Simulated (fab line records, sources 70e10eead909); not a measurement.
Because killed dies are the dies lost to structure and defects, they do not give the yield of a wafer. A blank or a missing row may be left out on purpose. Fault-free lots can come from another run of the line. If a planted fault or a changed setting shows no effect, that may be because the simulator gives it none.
Which of the tools did it?    flow nand-harc    18 wafers from 6 lots sampled at 6 of the route's 1302 steps

WHAT EACH GAUGE READ, for each wafer
NHARC_END_SORT_01.
lot    measured    on    killed-at-array

TOOL THAT RAN EACH LOT (tool first, then ch and the chambers of the sampled wafers, then the start)
lot   NHARC_A_CHANNEL_FILL_D1_ETCHBACK_19  NHARC_A_DECK1_JOINT_ETCHBACK_07   NHARC_A_DECK1_JOINT_ETCHBACK_00   NHARC_A_DECK1_JOINT_DEP_16       NHARC_A_ONON_D2_DEP_00
L925  rie-si-04 ch 0,2,3, day 10 18:03     rie-si-01 ch 0,1,2, day 11 18:05  rie-si-05 ch 0,1,2, day 12 04:50  pecvd-04 ch 0,1,2, day 13 03:07  pecvd-onon-04 ch 0, day 13 03:29
L927  rie-si-04 ch 0,2,3, day 11 06:58     rie-si-02 ch 1,3, day 12 07:01    rie-si-05 ch 2,3, day 12 17:44    pecvd-04 ch 0,1, day 13 14:57    pecvd-onon-02 ch 0, day 13 15:23
L931  rie-si-04 ch 0,2, day 13 06:02       rie-si-05 ch 0,1,3, day 14 05:54  rie-si-05 ch 0,2,3, day 14 16:33  pecvd-01 ch 0,1, day 15 17:01    pecvd-onon-02 ch 0, day 15 17:29
L935  rie-si-04 ch 0,3, day 14 23:41       rie-si-01 ch 0,1,2, day 15 23:31  rie-si-02 ch 0,1,2, day 16 10:16  pecvd-04 ch 0,1,2, day 17 04:47  pecvd-onon-03 ch 0, day 17 05:14
L944  rie-si-06 ch 0,1,3, day 18 14:56     rie-si-02 ch 0,1,3, day 19 15:11  rie-si-01 ch 1,2,3, day 20 01:51  pecvd-04 ch 0,1, day 21 00:14    pecvd-onon-03 ch 0, day 21 00:35
L945  rie-si-06 ch 1,2,3, day 19 04:42     rie-si-05 ch 0,1,3, day 20 04:44  rie-si-02 ch 0,1,2, day 20 15:15  pecvd-03 ch 1,2, day 21 12:47    pecvd-onon-02 ch 0, day 21 13:13
- NHARC_A_CHANNEL_FILL_D1_ETCHBACK_19: etches the open film in HBr/Cl2, target depth 5 nm, time 1.7 s.
- NHARC_A_DECK1_JOINT_ETCHBACK_07: etches the open film in HBr, target depth 105 nm, time 26.9 s.
- NHARC_A_DECK1_JOINT_ETCHBACK_00: etches the open film in HBr, target depth 30 nm, time 17.4 s.
- NHARC_A_DECK1_JOINT_DEP_16: deposits SiO2, target thk 45 nm.
- NHARC_A_ONON_D2_DEP_00: target thk 1000 nm.

THE ANSWER, worked out from the rows above alone
Rule: the lots themselves supply what counts as usual. The widest of any qualifying gaps counts: lots, ordered by their means at a reading, are off when they make up no more than a third of the lots, leave a main group of 4 or more, and stand apart from it by 3 or more times the standard deviation of that group's means. Not used: any main group whose means are identical at the precision the tables above print for the reading. A lot without any number at a reading at which 4 lots or more have one is off too. The other lots that the step has rows for count as sound.
Across all readings shown, no lot is off: no conclusion can be drawn from this.

WHAT THE SIMULATOR PUT IN
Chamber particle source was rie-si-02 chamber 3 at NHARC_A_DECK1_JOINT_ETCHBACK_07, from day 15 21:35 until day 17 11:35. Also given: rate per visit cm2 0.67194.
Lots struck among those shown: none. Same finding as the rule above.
